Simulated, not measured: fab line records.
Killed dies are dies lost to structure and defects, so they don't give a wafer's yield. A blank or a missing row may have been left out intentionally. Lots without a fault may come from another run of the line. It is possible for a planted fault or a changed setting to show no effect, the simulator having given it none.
Matching of chambers / flow n5_finfet / N5_BEOL_M10_ETCH_62 on rie_diel-04: 4 sister chambers
The step etches SOC in N2/H2, target depth 110 nm, overetch 22 nm, time 165 s. 8 wafers are shown with their chamber, then 8 later ones without.

## WAFERS PAIRED WITH THEIR CHAMBERS
wafer=L077.5; chamber=0; showerhead_plenum_p_Torr (Torr)=2.63; oes_product_au (a.u.)=0.58
wafer=L076.1; chamber=2; showerhead_plenum_p_Torr (Torr)=2.69; oes_product_au (a.u.)=0.74
wafer=L076.5; chamber=2; showerhead_plenum_p_Torr (Torr)=2.69; oes_product_au (a.u.)=0.74
wafer=L083.5; chamber=1; showerhead_plenum_p_Torr (Torr)=2.53; oes_product_au (a.u.)=0.61
wafer=L081.1; chamber=1; showerhead_plenum_p_Torr (Torr)=2.53; oes_product_au (a.u.)=0.61
wafer=L081.2; chamber=0; showerhead_plenum_p_Torr (Torr)=2.63; oes_product_au (a.u.)=0.58
wafer=L081.4; chamber=3; showerhead_plenum_p_Torr (Torr)=2.60; oes_product_au (a.u.)=0.73
wafer=L088.1; chamber=3; showerhead_plenum_p_Torr (Torr)=2.59; oes_product_au (a.u.)=0.71

## WAFERS WITH NO CHAMBER GIVEN
wafer=L088.2; showerhead_plenum_p_Torr (Torr)=2.63; oes_product_au (a.u.)=0.81
wafer=L088.4; showerhead_plenum_p_Torr (Torr)=2.68; oes_product_au (a.u.)=0.72
wafer=L093.1; showerhead_plenum_p_Torr (Torr)=2.52; oes_product_au (a.u.)=0.59
wafer=L093.3; showerhead_plenum_p_Torr (Torr)=2.59; oes_product_au (a.u.)=0.70
wafer=L093.5; showerhead_plenum_p_Torr (Torr)=2.63; oes_product_au (a.u.)=0.78
wafer=L090.1; showerhead_plenum_p_Torr (Torr)=2.52; oes_product_au (a.u.)=0.60
wafer=L090.2; showerhead_plenum_p_Torr (Torr)=2.62; oes_product_au (a.u.)=0.78
wafer=L090.4; showerhead_plenum_p_Torr (Torr)=2.68; oes_product_au (a.u.)=0.71

## WHICH CHAMBER EACH WENT THROUGH
wafer=L088.2; from the rows above=3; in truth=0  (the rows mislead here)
wafer=L088.4; from the rows above=2; in truth=2
wafer=L093.1; from the rows above=1; in truth=1
wafer=L093.3; from the rows above=3; in truth=3
wafer=L093.5; from the rows above=3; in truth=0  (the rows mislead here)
wafer=L090.1; from the rows above=1; in truth=1
wafer=L090.2; from the rows above=3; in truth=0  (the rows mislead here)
wafer=L090.4; from the rows above=2; in truth=2
Placed correctly: 5 of 8. Can't be placed from these rows: 0. Placed wrongly: 3.
How it was worked out, from the rows above alone: a wafer's distance from a chamber is the root of the sum, over the readings, of the square of ((its reading less the chamber's mean) divided by the reading's scatter). If the next closest chamber is less than 2 further off than the closest, the wafer can't be placed; otherwise it belongs to the closest. Each chamber's mean is taken over the wafers shown for it. The scatter: take each reading less its chamber's mean, square it, sum over the shown wafers, divide by the number of wafers less the number of chambers, and take the root.
